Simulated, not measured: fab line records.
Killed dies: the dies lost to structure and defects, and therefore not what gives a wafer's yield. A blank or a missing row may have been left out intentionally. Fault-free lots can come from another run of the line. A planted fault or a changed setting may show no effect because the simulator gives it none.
Comparing a struck lot with a sound one + flow nand-harc + 30 out of 1159 route steps
Sound: these wafers, L265.1, L265.5, L265.6. The struck wafers were L271.3, L271.5, L271.6. Last of all comes the cause.
For every step that has rows: the tool of each side, followed by ch and its chambers, followed by its first start. Under that, the readings that differ: sound wafers + struck wafers + difference of the means + sigmas: that difference in standard deviations of wafers without a fault.
alike: readings with means less than 2 such deviations apart, plus words and numbers identical on both sides. not compared: withheld readings, readings lacking a value on some wafer, bounds such as >300 that could conceal the same value, and numbers that have no deviation in the record and whose values overlap.
The two part at a step that has a row with sigmas, a row that says differs or no value, or rows on one side only. Non-overlapping numbers with no deviation appear without sigmas and do not part them. Lack of a reading on every wafer of one side parts them only where that side has two or more wafers.

NHARC_A_CONTACT_ETCH_139: etches the open film in C4F8/O2/Ar, time 137 s, target depth 590 nm.
  sound on har-cap-etch-01 ch 0,1, day 18 11:58; struck on har-cap-etch-03 ch 0,1, day 20 11:32
  not compared: rf-hours-counter-h
NHARC_A_CONTACT_ETCH_92: etches the open film in CH3F/O2, target depth 40 nm, time 85.7 s.
  sound on rie-diel-07 ch 2,3, day 18 12:19; struck on rie-diel-09 ch 1,2, day 20 11:56
| reading                         | sound          | struck         | difference | sigmas |
|---------------------------------|----------------|----------------|------------|--------|
| oes-product-au (a.u.)           | 1.00 1.01 0.99 | 0.92 0.89 0.92 | -0.09      | -3     |
| showerhead-plenum-p-Torr (Torr) | 2.31 2.31 2.47 | 2.61 2.46 2.61 | +0.20      | +2     |
  alike: drypump-motor-current-A, rf-vpp-V, throttle-valve-pct
  not compared: rf-hours-counter-h
NHARC_A_CONTACT_ETCH_98: etches the open film in C4F6/O2, target depth 20 nm, time 10 s.
  sound on rie-diel-07 ch 0,3; struck on rie-diel-09 ch 0,2,3
  alike: drypump-motor-current-A, oes-product-au, rf-vpp-V, showerhead-plenum-p-Torr, throttle-valve-pct
  not compared: rf-hours-counter-h
NHARC_A_CONTACT_CD_MEAS_15:
  sound on cd-sem-02, day 18 12:32; struck on cd-sem-01, day 20 12:14
| reading    | sound          | struck         | difference | sigmas |
|------------|----------------|----------------|------------|--------|
| cd-nm (nm) | 88.6 88.3 88.3 | 89.4 90.0 90.3 | +1.5       | +2     |
then, 3 steps without rows for these wafers: NHARC_A_CONTACT_STRIP_107 (strips in N2/H2); NHARC_A_CONTACT_STRIP_108 (strips in CF4/CHF3); NHARC_A_CONTACT_STRIP_109 (strips in O2/COS).
NHARC_A_CONTACT_ETCH_110: etches the open film in CF4/O2, target depth 50 nm, overetch 5 nm, time 27.5 s.
  sound on rie-diel-10 ch 0,2,3, day 18 12:50; struck on rie-diel-09 ch 2,3, day 20 12:32
  alike: drypump-motor-current-A, oes_ar_750_au, oes_o_777_au, oes-product-au, rf-vpp-V, showerhead-plenum-p-Torr, throttle-valve-pct
  not compared: rf-hours-counter-h
then, 3 steps without rows for these wafers: NHARC_A_CONTACT_STRIP_26 (strips in O2); NHARC_A_CONTACT_STRIP_27 (strips in post etch residue remover, time 600 s); NHARC_A_CONTACT_ALD_18 (deposits TiN, target thk 3 nm, pulse time 1 s, ald cycles 150).
NHARC_A_CONTACT_CVD_19: deposits W, target thk 300 nm, time 802 s.
  sound on cvd-w-01 ch 0,1; struck on cvd-w-02 ch 0,1
  alike: heater-power-outer-w, heater-power-w, throttle-valve-pct
NHARC_A_CONTACT_CMP_20: polishes, t overpolish 30 s, target thk 300 nm.
  sound on cmp-03 ch 0,3, day 18 17:28; struck on cmp-01 ch 1,2,3, day 20 14:20
  alike: motor-current-A, overpolish-run-s, time-to-endpoint-s
next, for these wafers, 1 step has no rows: NHARC_A_CONTACT_SRD_22.
NHARC_A_CONTACT_INSPECT_23:
  sound on defect-inspect-01, day 18 17:50; struck on defect-inspect-02, day 20 14:43
| reading          | sound       | struck       | difference | sigmas |
|------------------|-------------|--------------|------------|--------|
| raw-defect-count | 414 556 409 | 843 1001 672 | +379       | +3     |
then, 10 steps without rows for these wafers: NHARC_A_BLC_DEHYDRATE_00 (time 120 s); NHARC_A_BLC_HMDS_01 (time 30 s); NHARC_A_BLC_COAT_02 (time 75 s); NHARC_A_BLC_COAT_03 (time 65 s); NHARC_A_BLC_COAT_04 (resist thk 90 nm); NHARC_A_BLC_SOFTBAKE_05 (time 55 s); NHARC_A_BLC_EBR_06; NHARC_A_BLC_EXPOSE_07 (exposes mask A BLC, target cd 100 nm); NHARC_A_BLC_PEB_08 (peb time 65 s); NHARC_A_BLC_DEVELOP_09 (develop time 35 s).
NHARC_A_BLC_CD_MEAS_10 targets a cd of 100 nm.
  sound on cd-sem-01 ch 0, day 18 18:21; struck on cd-sem-02 ch 0, day 20 15:13
  alike: cd-nm
NHARC_A_BLC_OVL_MEAS_11:
  sound on overlay-01, day 18 18:26; struck on overlay-01, day 20 15:18
  alike: overlay-x-nm, overlay-y-nm
NHARC_A_BLC_INSPECT_12:
  sound on defect-inspect-01, day 18 18:28; struck on defect-inspect-01, day 20 15:20
| reading          | sound    | struck      | difference | sigmas |
|------------------|----------|-------------|------------|--------|
| raw-defect-count | 33 29 38 | 303 282 274 | +253       | +17    |
then, 1 step without rows for these wafers: NHARC_A_BLC_DESCUM_15 (chemistry O2, time 3 s).
NHARC_END_SORT_01:
  here the record holds rows for the struck wafers (prober-01 ch 0, day 22 13:31) but none for the sound ones

== WHERE THEY PART ==
At NHARC_A_CONTACT_ETCH_92 first; at NHARC_END_SORT_01 last (within this record only).

WHY: what had been put in by the simulator
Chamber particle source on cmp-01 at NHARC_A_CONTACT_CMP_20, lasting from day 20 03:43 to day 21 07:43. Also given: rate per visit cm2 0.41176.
